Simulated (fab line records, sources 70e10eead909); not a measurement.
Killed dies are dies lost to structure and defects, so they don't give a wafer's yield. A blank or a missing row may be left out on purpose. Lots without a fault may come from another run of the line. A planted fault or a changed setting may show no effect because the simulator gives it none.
Which tool did it? | flow nand_harc | 24 lots, 72 wafers sampled, at 5 steps of a route of 1302

WHAT THE GAUGES READ, wafer by wafer
NHARC_A_CONTACT_OVL_MEAS_09. Usual: overlay_x_nm 0.4 nm, standard deviation 0.82; overlay_y_nm -0.1 nm, standard deviation 0.9.
lot  | measured     | on         | overlay_x_nm (nm) | overlay_y_nm (nm) | flag
L074 | day 22 10:02 | overlay-02 | -0.7 -0.4 -0.7    | -0.3 -0.2 -0.4    |
L076 | day 23 01:37 | overlay-02 | -0.3 0.0 -0.3     | 1.1 0.5 0.9       |
L075 | day 23 06:08 | overlay-02 | 0.4 1.0 1.1       | -1.3 -1.1 -1.0    |
L077 | day 23 07:01 | overlay-02 | 0.0 0.3 0.2       | -0.8 -0.5 -0.2    |
L078 | day 23 08:32 | overlay-02 | -0.2 0.0 0.2      | -0.6 -0.3 -0.5    |
L079 | day 24 12:58 | overlay-01 | 0.4 0.5 0.6       | 1.3 1.3 0.9       |
L080 | day 25 03:42 | overlay-02 | 0.3 0.3 0.5       | 0.5 0.4 1.0       |
L081 | day 25 08:19 | overlay-01 | -0.2 -0.3 -0.2    | -1.1 -1.2 -1.3    |
L082 | day 25 13:12 | overlay-01 | -0.4 -0.8 -1.1    | 0.7 0.3 0.9       |
L083 | day 25 23:59 | overlay-01 | -0.1 -0.4 0.0     | 0.1 -0.3 0.0      |
L084 | day 26 16:40 | overlay-01 | 0.8 0.8 0.6       | -1.9 -1.6 -1.3    |
L087 | day 27 09:32 | overlay-02 | 0.0 0.0 -0.1      | -0.4 -0.5 -0.1    |
L085 | day 27 11:46 | overlay-02 | -0.8 -0.1 0.2     | 1.6 2.2 1.4       |
L086 | day 27 19:26 | overlay-01 | 1.3 1.6 1.8       | -0.8 -1.5 -0.9    |
L090 | day 28 16:54 | overlay-02 | 1.6 1.3 1.3       | 0.7 0.7 1.1       |
L091 | day 28 18:29 | overlay-01 | -1.0 -0.5 -0.4    | 0.0 -0.3 -0.7     |
L089 | day 29 02:26 | overlay-01 | 0.5 -0.2 -0.3     | 0.5 0.6 0.9       |
L088 | day 29 03:47 | overlay-01 | 1.9 2.3 1.8       | -0.4 -0.1 -0.1    |
L093 | day 29 18:32 | overlay-01 | 0.8 1.1 1.0       | -0.8 -0.4 -0.4    |
L092 | day 29 18:34 | overlay-02 | 1.3 0.9 1.4       | 0.0 0.7 0.4       |
L095 | day 30 12:38 | overlay-01 | 0.0 0.6 0.3       | 1.6 0.3 1.0       |
L094 | day 30 14:11 | overlay-02 | 1.2 1.5 1.5       | -1.1 -0.9 -1.3    |
L097 | day 30 20:04 | overlay-01 | -0.7 -1.0 -0.3    | 0.1 -0.1 0.1      |
L096 | day 31 02:15 | overlay-02 | 0.8 1.0 1.4       | -0.7 -0.9 -0.6    |

WHICH TOOL RAN EACH LOT (tool, then ch and the chambers of the sampled wafers, then the start)
lot  | NHARC_A_CONTACT_ETCH_129             | NHARC_A_CONTACT_ETCH_133             | NHARC_A_CONTACT_ETCH_91            | NHARC_A_CONTACT_ETCH_97
L074 | har_cap_etch-03 ch 0,1, day 22 04:12 | har_cap_etch-03 ch 0,1, day 22 04:55 | rie_diel-04 ch 0,3, day 22 05:42   | rie_diel-04 ch 2,3, day 22 05:52
L076 | har_cap_etch-03 ch 0,1, day 22 19:24 | har_cap_etch-03 ch 0,1, day 22 20:09 | rie_diel-08 ch 2,3, day 22 20:54   | rie_diel-08 ch 0,1,3, day 23 01:37 or earlier
L075 | har_cap_etch-02 ch 0,1, day 22 22:39 | har_cap_etch-02 ch 0,1, day 22 23:22 | rie_diel-04 ch 0,2,3, day 23 00:11 | rie_diel-04 ch 0,2, day 23 06:08 or earlier
L077 | har_cap_etch-01 ch 0,1, day 22 23:31 | har_cap_etch-01 ch 0,1, day 23 00:16 | rie_diel-10 ch 2,3, day 23 00:59   | rie_diel-10 ch 2,3, day 23 07:01 or earlier
L078 | har_cap_etch-03 ch 0,1, day 23 02:39 | har_cap_etch-03 ch 0,1, day 23 03:22 | rie_diel-08 ch 0,1,3, day 23 04:09 | rie_diel-08 ch 0,1,3, day 23 04:19
L079 | har_cap_etch-03 ch 0,1, day 24 04:23 | har_cap_etch-03 ch 0,1, day 24 05:08 | rie_diel-04 ch 0,3, day 24 05:53   | rie_diel-04 ch 1,2, day 24 12:58 or earlier
L080 | har_cap_etch-02 ch 0,1, day 24 20:45 | har_cap_etch-02 ch 0,1, day 24 21:28 | rie_diel-08 ch 1,2, day 24 22:14   | rie_diel-08 ch 1,2,3, day 24 22:25
L081 | har_cap_etch-03 ch 0, day 24 23:59   | har_cap_etch-03 ch 0, day 25 00:41   | rie_diel-04 ch 0,2, day 25 01:30   | rie_diel-04 ch 0,1,2, day 25 08:19 or earlier
L082 | har_cap_etch-03 ch 0,1, day 25 08:04 | har_cap_etch-03 ch 0,1, day 25 08:51 | rie_diel-04 ch 0,3, day 25 09:30   | rie_diel-04 ch 0,2,3, day 25 13:12 or earlier
L083 | har_cap_etch-01 ch 0,1, day 25 18:20 | har_cap_etch-01 ch 0,1, day 25 19:08 | rie_diel-04 ch 1,3, day 25 19:47   | rie_diel-04 ch 0,1,3, day 25 23:59 or earlier
L084 | har_cap_etch-01 ch 0, day 26 06:31   | har_cap_etch-01 ch 0, day 26 07:30   | rie_diel-04 ch 0,1,3, day 26 08:21 | rie_diel-04 ch 0,2, day 26 16:40 or earlier
L087 | har_cap_etch-03 ch 0,1, day 27 04:04 | har_cap_etch-03 ch 0,1, day 27 04:46 | rie_diel-04 ch 0,1,3, day 27 05:34 | rie_diel-04 ch 0,1,2, day 27 09:32 or earlier
L085 | har_cap_etch-01 ch 0,1, day 27 05:59 | har_cap_etch-01 ch 0,1, day 27 06:59 | rie_diel-04 ch 1,2, day 27 07:50   | rie_diel-04 ch 0,1, day 27 11:46 or earlier
L086 | har_cap_etch-03 ch 0,1, day 27 12:55 | har_cap_etch-03 ch 0,1, day 27 13:55 | rie_diel-04 ch 0,2,3, day 27 14:46 | rie_diel-04 ch 1,2,3, day 27 19:26 or earlier
L090 | har_cap_etch-03 ch 0,1, day 28 10:16 | har_cap_etch-03 ch 0,1, day 28 11:02 | rie_diel-04 ch 0,2, day 28 11:58   | rie_diel-04 ch 0,2, day 28 16:54 or earlier
L091 | har_cap_etch-02 ch 0,1, day 28 10:49 | har_cap_etch-02 ch 0,1, day 28 11:31 | rie_diel-10 ch 1,2,3, day 28 12:19 | rie_diel-10 ch 1,2,3, day 28 18:29 or earlier
L089 | har_cap_etch-01 ch 1, day 28 16:01   | har_cap_etch-01 ch 1, day 28 16:44   | rie_diel-10 ch 0,1,2, day 28 17:33 | rie_diel-10 ch 0,3, day 29 02:26 or earlier
L088 | har_cap_etch-02 ch 0,1, day 28 20:01 | har_cap_etch-02 ch 0,1, day 28 20:44 | rie_diel-04 ch 1,2,3, day 28 21:34 | rie_diel-04 ch 0,3, day 29 03:47 or earlier
L093 | har_cap_etch-02 ch 0,1, day 29 11:08 | har_cap_etch-02 ch 0,1, day 29 11:51 | rie_diel-04 ch 0,2, day 29 12:38   | rie_diel-04 ch 1,2,3, day 29 18:32 or earlier
L092 | har_cap_etch-01 ch 0,1, day 29 11:41 | har_cap_etch-01 ch 0,1, day 29 12:24 | rie_diel-04 ch 0,1, day 29 13:12   | rie_diel-04 ch 0,1,2, day 29 18:34 or earlier
L095 | har_cap_etch-02 ch 0,1, day 30 05:52 | har_cap_etch-02 ch 0,1, day 30 06:34 | rie_diel-04 ch 1,2, day 30 07:22   | rie_diel-04 ch 0,3, day 30 12:38 or earlier
L094 | har_cap_etch-03 ch 0,1, day 30 06:17 | har_cap_etch-03 ch 0,1, day 30 06:59 | rie_diel-04 ch 0,2,3, day 30 07:47 | rie_diel-04 ch 1,2,3, day 30 14:11 or earlier
L097 | har_cap_etch-02 ch 0,1, day 30 14:52 | har_cap_etch-02 ch 0,1, day 30 15:34 | rie_diel-08 ch 2,3, day 30 16:22   | rie_diel-08 ch 1,2,3, day 30 20:04 or earlier
L096 | har_cap_etch-03 ch 0,1, day 30 19:51 | har_cap_etch-03 ch 0,1, day 30 20:33 | rie_diel-10 ch 1,2,3, day 30 21:28 | rie_diel-10 ch 0,2, day 31 02:15 or earlier
- NHARC_A_CONTACT_ETCH_129: etches the open film in C4F8/O2/Ar, time 197 s, target depth 1918 nm.
- NHARC_A_CONTACT_ETCH_133: etches the open film in C4F8/O2/Ar, time 374 s, target depth 1610 nm.
- NHARC_A_CONTACT_ETCH_91: etches the open film in CH3F/O2, target depth 40 nm, time 85.7 s.
- NHARC_A_CONTACT_ETCH_97: etches the open film in C4F6/O2, target depth 20 nm, time 10 s.

WHAT THE TOOLS THEMSELVES READ (means of the sampled wafers that have a number; where no wafer has one, the mark that the record gives instead)
NHARC_A_CONTACT_ETCH_129. Usual: chamber_pressure_mTorr 20.000 mTorr, standard deviation 0.016.
lot  | tool            | chamber_pressure_mTorr (mTorr) | flag
L074 | har_cap_etch-03 | 20.008                         |
L076 | har_cap_etch-03 | 19.995                         |
L075 | har_cap_etch-02 | 19.990                         |
L077 | har_cap_etch-01 | 20.000                         |
L078 | har_cap_etch-03 | 20.005                         |
L079 | har_cap_etch-03 | 19.991                         |
L080 | har_cap_etch-02 | 20.011                         |
L081 | har_cap_etch-03 | 19.985                         |
L082 | har_cap_etch-03 | 19.998                         |
L083 | har_cap_etch-01 | 19.985                         |
L084 | har_cap_etch-01 | 20.007                         |
L087 | har_cap_etch-03 | 19.988                         |
L085 | har_cap_etch-01 | 20.017                         |
L086 | har_cap_etch-03 | 20.000                         |
L090 | har_cap_etch-03 | 20.012                         |
L091 | har_cap_etch-02 | 20.000                         |
L089 | har_cap_etch-01 | 20.004                         |
L088 | har_cap_etch-02 | 20.006                         |
L093 | har_cap_etch-02 | 20.001                         |
L092 | har_cap_etch-01 | 20.024                         |
L095 | har_cap_etch-02 | 20.009                         |
L094 | har_cap_etch-03 | 19.995                         |
L097 | har_cap_etch-02 | 19.997                         |
L096 | har_cap_etch-03 | 20.003                         |

NHARC_A_CONTACT_ETCH_133. Usual: chamber_pressure_mTorr 20.000 mTorr, standard deviation 0.018.
lot  | tool            | chamber_pressure_mTorr (mTorr) | flag
L074 | har_cap_etch-03 | 20.013                         |
L076 | har_cap_etch-03 | 20.002                         |
L075 | har_cap_etch-02 | 19.990                         |
L077 | har_cap_etch-01 | 19.998                         |
L078 | har_cap_etch-03 | 19.970                         |
L079 | har_cap_etch-03 | 19.994                         |
L080 | har_cap_etch-02 | 19.999                         |
L081 | har_cap_etch-03 | 19.992                         |
L082 | har_cap_etch-03 | 20.005                         |
L083 | har_cap_etch-01 | 19.999                         |
L084 | har_cap_etch-01 | 20.014                         |
L087 | har_cap_etch-03 | 20.002                         |
L085 | har_cap_etch-01 | 20.000                         |
L086 | har_cap_etch-03 | 20.011                         |
L090 | har_cap_etch-03 | 19.994                         |
L091 | har_cap_etch-02 | 20.007                         |
L089 | har_cap_etch-01 | 20.005                         |
L088 | har_cap_etch-02 | 20.006                         |
L093 | har_cap_etch-02 | 19.984                         |
L092 | har_cap_etch-01 | 20.001                         |
L095 | har_cap_etch-02 | 20.004                         |
L094 | har_cap_etch-03 | 19.980                         |
L097 | har_cap_etch-02 | 20.002                         |
L096 | har_cap_etch-03 | 20.019                         |

NHARC_A_CONTACT_ETCH_91. Usual: chamber_pressure_mTorr 25.001 mTorr, standard deviation 0.023; drypump_motor_current_A 5.6 A, standard deviation 0.51; oes_product_au 0.934 a.u., standard deviation 0.027; rf_vpp_V 244.2 V, standard deviation 1.6; showerhead_plenum_p_Torr 2.46 Torr, standard deviation 0.11; throttle_valve_pct 20.665 %, standard deviation 0.0091.
lot  | tool        | chamber_pressure_mTorr (mTorr) | drypump_motor_current_A (A) | oes_product_au (a.u.) | rf_vpp_V (V) | showerhead_plenum_p_Torr (Torr) | throttle_valve_pct (%) | flag
L074 | rie_diel-04 | 25.020                         | 5.3                         | 0.924                 | 243.5        | 2.39                            | 20.672                 |
L076 | rie_diel-08 | 25.006                         | 5.9                         | 0.926                 | 244.6        | 2.47                            | 20.668                 |
L075 | rie_diel-04 | 24.975                         | 5.8                         | 0.947                 | 243.5        | 2.41                            | 20.658                 |
L077 | rie_diel-10 | 24.996                         | 5.5                         | 0.915                 | 245.7        | 2.52                            | 20.665                 |
L078 | rie_diel-08 | 25.009                         | 5.5                         | 0.921                 | 245.2        | 2.53                            | 20.662                 |
L079 | rie_diel-04 | 25.026                         | 5.3                         | 0.929                 | 243.5        | 2.39                            | 20.670                 |
L080 | rie_diel-08 | 24.993                         | 5.8                         | 0.920                 | 244.1        | 2.46                            | 20.661                 |
L081 | rie_diel-04 | 24.974                         | 6.1                         | 0.927                 | 244.5        | 2.50                            | 20.661                 |
L082 | rie_diel-04 | 25.000                         | 5.7                         | 0.919                 | 244.6        | 2.48                            | 20.656                 |
L083 | rie_diel-04 | 24.991                         | 5.2                         | 0.915                 | 243.7        | 2.35                            | 20.662                 |
L084 | rie_diel-04 | 25.015                         | 5.5                         | 0.917                 | 243.5        | 2.44                            | 20.665                 |
L087 | rie_diel-04 | 24.967                         | 5.5                         | 0.999                 | 243.6        | 2.44                            | 20.659                 |
L085 | rie_diel-04 | 24.992                         | 6.1                         | 0.928                 | 243.8        | 2.40                            | 20.666                 |
L086 | rie_diel-04 | 25.006                         | 5.8                         | 0.917                 | 243.6        | 2.41                            | 20.667                 |
L090 | rie_diel-04 | 25.029                         | 6.2                         | 0.998                 | 243.6        | 2.43                            | 20.667                 |
L091 | rie_diel-10 | 25.020                         | 5.5                         | 0.992                 | 245.1        | 2.55                            | 20.669                 |
L089 | rie_diel-10 | 25.009                         | 5.2                         | 0.928                 | 246.5        | 2.60                            | 20.663                 |
L088 | rie_diel-04 | 25.003                         | 5.6                         | 0.943                 | 242.9        | 2.37                            | 20.656                 |
L093 | rie_diel-04 | 24.998                         | 6.1                         | 0.933                 | 245.1        | 2.49                            | 20.655                 |
L092 | rie_diel-04 | 25.004                         | 5.8                         | 0.919                 | 244.3        | 2.53                            | 20.663                 |
L095 | rie_diel-04 | 25.011                         | 5.8                         | 0.927                 | 244.1        | 2.43                            | 20.672                 |
L094 | rie_diel-04 | 24.994                         | 5.8                         | 0.920                 | 242.9        | 2.40                            | 20.666                 |
L097 | rie_diel-08 | 24.978                         | 6.0                         | 0.931                 | 244.8        | 2.44                            | 20.662                 |
L096 | rie_diel-10 | 25.032                         | 5.5                         | 0.925                 | 246.1        | 2.55                            | 20.675                 |

NHARC_A_CONTACT_ETCH_97. Usual: c4f6_flow_sccm 25.00 sccm, standard deviation 0.079; chamber_pressure_mTorr 29.998 mTorr, standard deviation 0.026; drypump_motor_current_A 5.7 A, standard deviation 0.51; oes_product_au 0.952 a.u., standard deviation 0.021; rf_vpp_V 547 V, standard deviation 3.6; showerhead_plenum_p_Torr 3.93 Torr, standard deviation 0.17; throttle_valve_pct 26.903 %, standard deviation 0.0093.
lot  | tool        | c4f6_flow_sccm (sccm) | chamber_pressure_mTorr (mTorr) | drypump_motor_current_A (A) | oes_product_au (a.u.) | rf_vpp_V (V) | showerhead_plenum_p_Torr (Torr) | throttle_valve_pct (%) | flag
L074 | rie_diel-04 | 24.99                 | 29.983                         | 5.5                         | 0.961                 | 543          | 3.72                            | 26.900                 |
L076 | rie_diel-08 | 25.04                 | 30.010                         | 5.5                         | 0.958                 | 549          | 4.03                            | 26.912                 |
L075 | rie_diel-04 | 24.97                 | 29.999                         | 6.3                         | 0.961                 | 545          | 3.89                            | 26.899                 |
L077 | rie_diel-10 | 24.95                 | 30.011                         | 5.3                         | 0.946                 | 551          | 4.10                            | 26.907                 |
L078 | rie_diel-08 | 25.02                 | 29.986                         | 5.6                         | 0.945                 | 549          | 4.03                            | 26.903                 |
L079 | rie_diel-04 | 25.03                 | 29.986                         | 5.8                         | 0.923                 | 546          | 3.89                            | 26.895                 |
L080 | rie_diel-08 | 25.01                 | 30.027                         | 5.6                         | 0.963                 | 547          | 3.94                            | 26.903                 |
L081 | rie_diel-04 | 24.89                 | 30.005                         | 6.0                         | 0.935                 | 547          | 3.94                            | 26.905                 |
L082 | rie_diel-04 | 25.00                 | 29.996                         | 5.8                         | 0.936                 | 545          | 3.85                            | 26.912                 |
L083 | rie_diel-04 | 25.02                 | 30.021                         | 5.5                         | 0.933                 | 547          | 3.90                            | 26.908                 |
L084 | rie_diel-04 | 25.11                 | 29.975                         | 6.1                         | 0.939                 | 548          | 3.99                            | 26.900                 |
L087 | rie_diel-04 | 24.93                 | 30.006                         | 5.9                         | 0.995                 | 549          | 3.94                            | 26.903                 |
L085 | rie_diel-04 | 25.11                 | 30.010                         | 5.7                         | 0.928                 | 548          | 3.99                            | 26.902                 |
L086 | rie_diel-04 | 25.05                 | 30.007                         | 5.6                         | 0.949                 | 544          | 3.79                            | 26.906                 |
L090 | rie_diel-04 | 24.97                 | 30.005                         | 6.1                         | 0.991                 | 548          | 3.98                            | 26.907                 |
L091 | rie_diel-10 | 24.98                 | 29.982                         | 5.4                         | 0.988                 | 550          | 4.06                            | 26.911                 |
L089 | rie_diel-10 | 25.03                 | 29.963                         | 5.2                         | 0.933                 | 550          | 4.07                            | 26.913                 |
L088 | rie_diel-04 | 24.92                 | 29.987                         | 5.7                         | 0.938                 | 547          | 3.94                            | 26.909                 |
L093 | rie_diel-04 | 25.11                 | 29.987                         | 5.6                         | 0.942                 | 544          | 3.79                            | 26.909                 |
L092 | rie_diel-04 | 25.01                 | 29.996                         | 6.0                         | 0.957                 | 547          | 3.93                            | 26.898                 |
L095 | rie_diel-04 | 24.94                 | 30.004                         | 5.7                         | 0.944                 | 546          | 3.94                            | 26.896                 |
L094 | rie_diel-04 | 25.03                 | 30.022                         | 5.6                         | 0.953                 | 544          | 3.79                            | 26.906                 |
L097 | rie_diel-08 | 24.93                 | 29.989                         | 5.7                         | 0.953                 | 546          | 3.91                            | 26.896                 |
L096 | rie_diel-10 | 24.95                 | 29.977                         | 5.1                         | 0.975                 | 550          | 4.14                            | 26.894                 |

THE ANSWER, worked out from the rows above alone
Rule: a lot is off if the mean of its wafers that have a number lies more than 3 standard deviations from the usual mean. A lot without any number at a reading at which 4 lots or more have one is off too. The other lots that the step has rows for count as sound. The gauges are gone through in route order, then the tools' own readings, and for those a lot's mean is taken as printed above. The first step at which some lot is off is used, and at that step the reading that is off furthest; a lot without a number counts as furthest.
No lot is off at any reading shown: from this, nothing can be told.

WHAT THE SIMULATOR HAD PUT IN
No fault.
